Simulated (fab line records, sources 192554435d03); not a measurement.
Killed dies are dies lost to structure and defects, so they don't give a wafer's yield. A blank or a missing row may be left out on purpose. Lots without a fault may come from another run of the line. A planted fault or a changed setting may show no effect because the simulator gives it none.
Split-lot experiment | flow n5_finfet | 7 lots, 21 wafers read, on a route of 1938 steps

THE SPLIT
At N5_BEOL_M9_CMP_52 (polishes, stops on SiCOH lowk, t overpolish 7 s, target thk 140 nm), the setting down_force_psi was moved away from the recipe's 1 psi on 9 of the 21 wafers read, by -19.9% to +18.3%. The other wafers ran this setting at the recipe's value.

The reading is taken at the split's own step.

THE READING
barrier_field_endpoint_s, in s, at N5_BEOL_M9_CMP_52 (polishes, stops on SiCOH lowk, t overpolish 7 s, target thk 140 nm). Fault-free wafers of this fab line usually give 28.9 s, standard deviation 0.77 s.

wafer  | tool, chamber at the split | down_force_psi as run, psi | against the recipe | barrier_field_endpoint_s, s | against lot-mates on the recipe
L075.2 | cmp-03, 3                  | 1                          | recipe             | 29.6                        | -
L075.6 | cmp-03, 0                  | 1.183                      | +18.3%             | 24.6                        | -5.0
L075.5 | cmp-03, 1                  | 1.183                      | +18.3%             | 23.8                        | -5.8
L076.2 | cmp-03, 0                  | 1                          | recipe             | 28.4                        | -
L076.5 | cmp-03, 3                  | 1                          | recipe             | 30.6                        | -
L076.6 | cmp-03, 0                  | 1                          | recipe             | 29.7                        | -
L078.3 | cmp-01, 1                  | 0.8438                     | -15.6%             | 34.3                        | +6.1
L078.1 | cmp-01, 0                  | 0.8438                     | -15.6%             | 32.8                        | +4.6
L078.6 | cmp-01, 1                  | 1                          | recipe             | 28.2                        | -
L081.1 | cmp-01, 0                  | 1                          | recipe             | 28.3                        | -
L081.4 | cmp-01, 1                  | 1                          | recipe             | 29.2                        | -
L081.6 | cmp-01, 3                  | 1                          | recipe             | 28.5                        | -
L085.1 | cmp-01, 1                  | 0.8916                     | -10.8%             | 32.1                        | +4.2
L085.3 | cmp-01, 2                  | 1                          | recipe             | 27.9                        | -
L085.6 | cmp-01, 2                  | 0.8916                     | -10.8%             | 32.1                        | +4.2
L096.3 | cmp-04, 1                  | 0.8015                     | -19.9%             | 35.2                        | +7.1
L096.1 | cmp-04, 2                  | 1                          | recipe             | 28.1                        | -
L096.4 | cmp-04, 0                  | 0.8015                     | -19.9%             | 35.6                        | +7.5
L097.3 | cmp-03, 1                  | 1                          | recipe             | 28.6                        | -
L097.2 | cmp-03, 0                  | 1                          | recipe             | 29.1                        | -
L097.6 | cmp-03, 2                  | 0.886                      | -11.4%             | 34.5                        | +5.6

THE FIT
A straight line over all 21 wafers: barrier_field_endpoint_s changes by -0.301 s for each +1% of down_force_psi; r = -0.96; the points scatter about the line by 0.87 s.
The same after taking each lot's own level away (the mean of its wafers on the recipe; 21 wafers): -0.343 s for each +1%; r = -0.98; scatter 0.67 s.
On that fit, the largest move of down_force_psi shifts the reading by 6.8 s.
The lots' own levels span 27.90 to 29.60 s, that is 2.2 times the standard deviation above.
So the lot-to-lot level changes the slope: the two fits differ.
Check: with one of the wafers moved furthest among these (-19.9%) left out of the fit, the line predicts +7.06 s for it against its lot-mates. It came out at +7.1 s against them.
Tool readings at the split's step, against how far the setting was moved: barrier_field_endpoint_s r = -0.96.

OTHER SPLITS ON THESE WAFERS
These wafers also went through other splits before the reading. Each is held against what the fit with the lots' levels taken away leaves over:
other split on the same wafers    | wafers away from the commonest value | r with barrier_field_endpoint_s (lot level and that fit taken away)
N5_BEOL_M6_ALD_77 ald_cycles      | 9                                    | +0.02
N5_BEOL_M8_ILD_DEP_00 time_s      | 7                                    | -0.07
N5_BEOL_M8_HM_DEP_02 target_thk_a | 6                                    | +0.19
N5_BEOL_M8_DEP_56 time_s          | 4                                    | -0.32

THE FILE'S OWN FIT
barrier_field_endpoint_s changes by -0.358 s for each +1% of down_force_psi, r = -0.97.
